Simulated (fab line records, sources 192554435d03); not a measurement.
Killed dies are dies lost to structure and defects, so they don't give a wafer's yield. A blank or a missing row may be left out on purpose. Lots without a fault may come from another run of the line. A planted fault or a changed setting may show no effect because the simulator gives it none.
A struck lot beside a sound one | flow n5_finfet | 42 steps out of a route of 1938
Sound: wafers L543.3, L543.4, L543.6. Struck: wafers L554.2, L554.3, L554.4. The cause comes at the end.
At each step with rows: each side's tool, then ch and its chambers, then its first start. Under that, the readings that differ: sound wafers | struck wafers | difference of the means | sigmas: that difference in standard deviations of wafers without a fault.
alike: readings whose means differ by less than 2 such deviations, and words and numbers that are the same on both sides. not compared: withheld readings, readings that some wafer has no value for, bounds like >300 that may hide the same value, and numbers for which the record gives no deviation and whose values overlap.
The two part at a step that has a row with sigmas, a row that says differs or no value, or rows on one side only. Numbers that don't overlap but have no deviation are shown without sigmas and don't part them. A reading that every wafer of one side lacks parts them only if that side has two wafers or more.

first, 2 steps without rows for these wafers: N5_BEOL_M4_ETCH_41 (etches SiCN in CH3F/O2, target depth 29.9 nm, time 52.5 s); N5_BEOL_M4_STRIP_97 (strips in N2/H2, time 10 s).
N5_BEOL_M4_OCD_MEAS_38:
  sound on ocd-01, day 7 20:02; struck on ocd-01, day 10 12:35
  alike: trench_depth_nm
then, 4 steps without rows for these wafers: N5_BEOL_M4_HM_STRIP_39 (strips TiN in peroxide tin strip, target depth 25 nm, time 158 s); N5_BEOL_M4_SRD_40 (time 30 s); N5_BEOL_M4_PRECLEAN_42 (cleans in residue remover, time 60 s); N5_BEOL_M4_SRD_43 (time 30 s).
N5_BEOL_M4_CD_MEAS_35: target cd 18 nm, target cd y 22.4 nm.
  sound on cd_sem-03, day 7 20:11; struck on cd_sem-03, day 10 12:44
  alike: cd_nm
then, 1 step without rows for these wafers: N5_BEOL_M4_DEGAS_44 (time 60 s).
N5_BEOL_M4_PRE_CLEAN_45: time 30 s.
  sound on pvd_sputter-01, day 7 20:34; struck on pvd_sputter-03, day 10 12:59
  alike: heater_power_w
then, 2 steps without rows for these wafers: N5_BEOL_M4_ALD_84 (deposits TaN, pulse time 2 s, purge time 3 s, co reactant purge time 2 s); N5_BEOL_M4_SURFACE_TREAT_85.
N5_BEOL_M4_CVD_47: deposits Co from CCTBA/H2, target thk 3 nm, time 223.8 s.
  sound on cvd_co-02 ch 0,2, day 7 20:59; struck on cvd_co-01 ch 0,1, day 10 13:25
N5_BEOL_M4_SPUTTER_48: material Cu, target thk 4.5 nm, time 8.29 s.
  sound on pvd_sputter-01, day 7 21:14; struck on pvd_sputter-01, day 10 13:40
  alike: chuck_gas_flow_sccm, throttle_valve_pct
then, 7 steps without rows for these wafers: N5_BEOL_M4_ANNEAL_49 (time 240 s); N5_BEOL_M4_SPUTTER_79 (material Cu, target thk 4.5 nm, time 8.29 s); N5_BEOL_M4_ANNEAL_80 (time 240 s); N5_BEOL_M4_SPUTTER_81 (material Cu, target thk 4.5 nm, time 8.29 s); N5_BEOL_M4_ANNEAL_82 (time 240 s); N5_BEOL_M4_SPUTTER_86 (material Cu, target thk 4.5 nm, time 8.29 s); N5_BEOL_M4_ANNEAL_87 (time 240 s).
N5_BEOL_M4_SPUTTER_88: material Cu, target thk 4.5 nm, time 8.29 s.
  sound on pvd_sputter-01, day 7 22:07; struck on pvd_sputter-01, day 10 14:32
  alike: chuck_gas_flow_sccm, throttle_valve_pct
then, 2 steps without rows for these wafers: N5_BEOL_M4_ANNEAL_89 (time 240 s); N5_BEOL_M4_SPUTTER_90 (material Cu, target thk 4.5 nm, time 8.29 s).
N5_BEOL_M4_ANNEAL_91: time 240 s.
  sound on pvd_sputter-01, day 7 22:25; struck on pvd_sputter-01, day 10 14:50
  alike: heater_power_w
then, 8 steps without rows for these wafers: N5_BEOL_M4_SPUTTER_92 (material Cu, target thk 4.5 nm, time 8.29 s); N5_BEOL_M4_ANNEAL_93 (time 240 s); N5_BEOL_M4_SPUTTER_94 (material Cu, target thk 4.5 nm, time 8.29 s); N5_BEOL_M4_ANNEAL_95 (time 240 s); N5_BEOL_M4_SPUTTER_96 (material Cu, target thk 4.5 nm, time 8.29 s); N5_BEOL_M4_ECD_50 (material Cu, target thk 300 nm); N5_BEOL_M4_ANNEAL_51 (time 90 s); N5_BEOL_M4_CMP_52 (polishes, stops on SiOC, t overpolish 6.8 s, target thk 40 nm).
N5_BEOL_M4_THK_MEAS_53: measures by xrf.
  sound on film_metro-01, day 7 23:55; struck on film_metro-02, day 10 16:50
  alike: M4_THK
then, 4 steps without rows for these wafers: N5_BEOL_M4_PRE_CLEAN_60 (time 15 s); N5_BEOL_M4_CO_CAP_55 (material Co, precursor CCTBA/H2, target thk 2 nm, time 102.1 s); N5_BEOL_M4_PRE_CLEAN_56 (time 15 s); N5_BEOL_M4_DEP_57 (deposits SiCN from 3MS/NH3, target thk 8 nm, time 14 s).
N5_BEOL_M4_RS_MEAS_58: measures by four-point-probe.
  sound on film_metro-02, day 8 00:11; struck on film_metro-02, day 10 17:05
  alike: M4_RS
N5_BEOL_M4_RC_MEAS_101:
  sound on prober-01 ch 0, day 8 00:32; struck on prober-01 ch 0, day 10 17:18
  alike: DIBL_N, DIBL_P, IOFF_N, IOFF_P, ION_N, ION_P, SS_N, SS_P, VT_N, VT_P
N5_BEOL_M5_ILD_DEP_00: deposits SiCOH lowk from DEMS/porogen, target thk 140.64 nm, time 25.9 s.
  sound on pecvd-04 ch 1,2, day 8 01:12; struck on pecvd-02 ch 0,1,2, day 10 18:07
  alike: heater_power_w, showerhead_plenum_p_Torr, throttle_valve_pct
-- the record jumps here: 5 days lie between the struck wafers' starts before and after (it left off in module BEOL_M5 and takes up again in module PASSIVATION, whose first step shown is number 1936 of the route) --
N5_PASSIVATION_PROBE_49:
  the record has rows for the struck wafers here (prober-01, day 15 07:32) and none for the sound ones

WHERE THEY PART
Only at N5_PASSIVATION_PROBE_49, within this record.

WHY: what the simulator had put in
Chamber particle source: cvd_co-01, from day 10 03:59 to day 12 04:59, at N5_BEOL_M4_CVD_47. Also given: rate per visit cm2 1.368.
